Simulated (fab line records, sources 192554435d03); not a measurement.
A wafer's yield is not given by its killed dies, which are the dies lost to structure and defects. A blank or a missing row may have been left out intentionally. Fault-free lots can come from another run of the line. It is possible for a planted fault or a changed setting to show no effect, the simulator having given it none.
Split-lot experiment    flow n5_finfet    on a route of 1938 steps: 7 lots, 21 wafers read

THE SPLIT
At N5_BEOL_M10_VIA_ETCH_34 (etches SiCOH lowk in C4F6/O2, target depth 184.5 nm, time 69.2 s), the setting bias_w was moved away from the recipe's 185 W on 5 of the 21 wafers read, by -17.4% to -8.1%. This setting was run at the recipe's value on the other wafers.

Reading taken at the split's own step.

THE READING
rf_vpp_V, in V, at N5_BEOL_M10_VIA_ETCH_34 (etches SiCOH lowk in C4F6/O2, target depth 184.5 nm, time 69.2 s). Fault-free wafers of this fab line usually give 667 V, standard deviation 8.2 V.

wafer   tool, chamber at the split  bias_w as run, W  against the recipe  rf_vpp_V, V  against lot-mates on the recipe
L075.2  rie_diel-04, 2              185               recipe              672          -
L075.3  rie_diel-04, 1              185               recipe              655          -
L075.4  rie_diel-04, 0              185               recipe              663          -
L080.1  rie_diel-04, 3              185               recipe              677          -
L080.2  rie_diel-04, 0              185               recipe              662          -
L080.6  rie_diel-04, 3              185               recipe              676          -
L084.1  rie_diel-06, 1              185               recipe              680          -
L084.2  rie_diel-06, 0              185               recipe              652          -
L084.6  rie_diel-06, 1              185               recipe              679          -
L085.1  rie_diel-04, 1              152.9             -17.4%              564          -92
L085.3  rie_diel-04, 1              185               recipe              656          -
L085.4  rie_diel-04, 3              152.9             -17.4%              581          -75
L088.1  rie_diel-04, 3              185               recipe              676          -
L088.2  rie_diel-04, 1              185               recipe              656          -
L088.3  rie_diel-04, 2              185               recipe              673          -
L092.2  rie_diel-04, 3              154               -16.8%              585          -74
L092.4  rie_diel-04, 1              185               recipe              655          -
L092.6  rie_diel-04, 0              185               recipe              662          -
L091.2  rie_diel-06, 2              170               -8.1%               628          -32
L091.3  rie_diel-06, 1              170               -8.1%               635          -25
L091.4  rie_diel-06, 3              185               recipe              660          -

THE FIT
A straight line over all 21 wafers: rf_vpp_V changes by +5.11 V for each +1% of bias_w; r = +0.96; the points scatter about the line by 9.8 V.
The same after taking each lot's own level away (the mean of its wafers on the recipe; 21 wafers): +4.56 V for each +1%; r = +0.96; scatter 8.6 V.
That fit puts the effect of the largest move of bias_w on the reading at 79 V.
From 656.0 to 671.7 V: that is the span of the lots' own levels, equal to 1.9 times the standard deviation above.
Thus the slope moves with the lot-to-lot level: the two fits are different.
Check: -72.9 V against its lot-mates is what the line predicts for one of the wafers moved furthest among these (-17.4%) when that wafer is left out of the fit. Against them it came out at -92 V.
Tool readings at the split's step, against how far the setting was moved: rf_vpp_V r = +0.96.

OTHER SPLITS APPLIED TO THESE WAFERS
Note: prior to the reading, these wafers also went through further splits. Each is held against what the fit with the lots' levels taken away leaves over:
other split on the same wafers  wafers away from the commonest value  r with rf_vpp_V (lot level and that fit taken away)
N5_BEOL_M9_EXPOSE_08 dose_mj    10                                    -0.01
N5_BEOL_M10_PEB_26 peb_time_s   7                                     -0.20

THE WHOLE CHAIN: every reading that the file lists as answering this split, in the file's order
step                     what it does                                                      reading                                                         change (the file's fit)                r (the file's)
N5_BEOL_M10_VIA_ETCH_34  etches SiCOH lowk in C4F6/O2, target depth 184.5 nm, time 69.2 s  rf_vpp_V                                                        +4.49 V for each +1% of the setting    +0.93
N5_BEOL_M10_VIA_ETCH_34  etches SiCOH lowk in C4F6/O2, target depth 184.5 nm, time 69.2 s  etch.depth_nm (the simulator's own value, which no gauge read)  +0.567 nm for each +1% of the setting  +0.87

FILE'S OWN FIT
rf_vpp_V changes by +4.49 V for each +1% of bias_w, r = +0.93.
